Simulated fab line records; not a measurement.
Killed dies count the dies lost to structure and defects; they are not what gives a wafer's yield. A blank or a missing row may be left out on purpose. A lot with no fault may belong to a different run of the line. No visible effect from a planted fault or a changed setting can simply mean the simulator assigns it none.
Chamber matching | flow n5_finfet | rie_diel-02 running N5_BEOL_M13_VIA_ETCH_16: 4 sister chambers
The step etches SiOC in C4F8/O2/Ar, target depth 921.7 nm. 14 wafers are shown with their chamber, then 7 later ones without.

## WAFERS WITH THEIR CHAMBER
wafer  | chamber | showerhead_plenum_p_Torr (Torr) | drypump_motor_current_A (A) | throttle_valve_pct (%)
L074.2 | 0       | 3.40                            | 5.8                         | 24.07
L074.3 | 3       | 3.25                            | 5.9                         | 24.22
L074.4 | 2       | 3.38                            | 4.9                         | 24.02
L084.3 | 3       | 3.24                            | 5.9                         | 24.25
L084.5 | 2       | 3.37                            | 4.9                         | 24.06
L084.6 | 3       | 3.24                            | 5.9                         | 24.25
L087.2 | 3       | 3.24                            | 5.9                         | 24.26
L087.3 | 0       | 3.39                            | 5.7                         | 24.10
L087.4 | 2       | 3.37                            | 5.0                         | 24.05
L085.1 | 1       | 3.52                            | 6.2                         | 24.27
L085.2 | 0       | 3.39                            | 5.8                         | 24.11
L085.5 | 3       | 3.24                            | 5.9                         | 24.27
L089.2 | 3       | 3.24                            | 5.9                         | 24.25
L089.3 | 1       | 3.51                            | 6.2                         | 24.28

SIGNATURES, as means of the wafers listed above
reading                  | chamber 0 | chamber 1 | chamber 2 | chamber 3 | scatter within a chamber
showerhead_plenum_p_Torr | 3.3933    | 3.5150    | 3.3733    | 3.2417    | 0.00516
drypump_motor_current_A  | 5.767     | 6.200     | 4.933     | 5.900     | 0.0365
throttle_valve_pct       | 24.0933   | 24.2750   | 24.0433   | 24.2500   | 0.0178
Rule: for each reading, subtract the chamber's mean from the wafer's reading, divide by that reading's scatter and square the result; add these up over the readings and take the root, which gives the wafer's distance from the chamber. The wafer belongs to the nearest chamber; if the next one is less than 2 further off, it can't be placed. The scatter: take each reading less its chamber's mean, square it, sum over the shown wafers, divide by the number of wafers less the number of chambers, and take the root.

## WAFERS WHOSE CHAMBER IS MISSING
wafer  | showerhead_plenum_p_Torr (Torr) | drypump_motor_current_A (A) | throttle_valve_pct (%)
L089.6 | 3.38                            | 5.7                         | 24.09
L092.1 | 3.38                            | 5.8                         | 24.10
L092.4 | 3.36                            | 5.0                         | 24.07
L092.6 | 3.38                            | 5.7                         | 24.11
L096.2 | 3.63                            | 5.9                         | 24.04
L096.4 | 3.50                            | 6.2                         | 24.30
L096.6 | 3.63                            | 5.9                         | 24.05

## THE CHAMBER EACH PASSED THROUGH
wafer  | from the rows above | in truth
L089.6 | 0                   | 0
L092.1 | 0                   | 0
L092.4 | 2                   | 2
L092.6 | 0                   | 0
L096.2 | 1                   | 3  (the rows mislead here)
L096.4 | 1                   | 1
L096.6 | 1                   | 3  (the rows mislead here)
Correctly placed: 5 of 7. Number that these rows cannot place: 0. 2 placed wrongly.
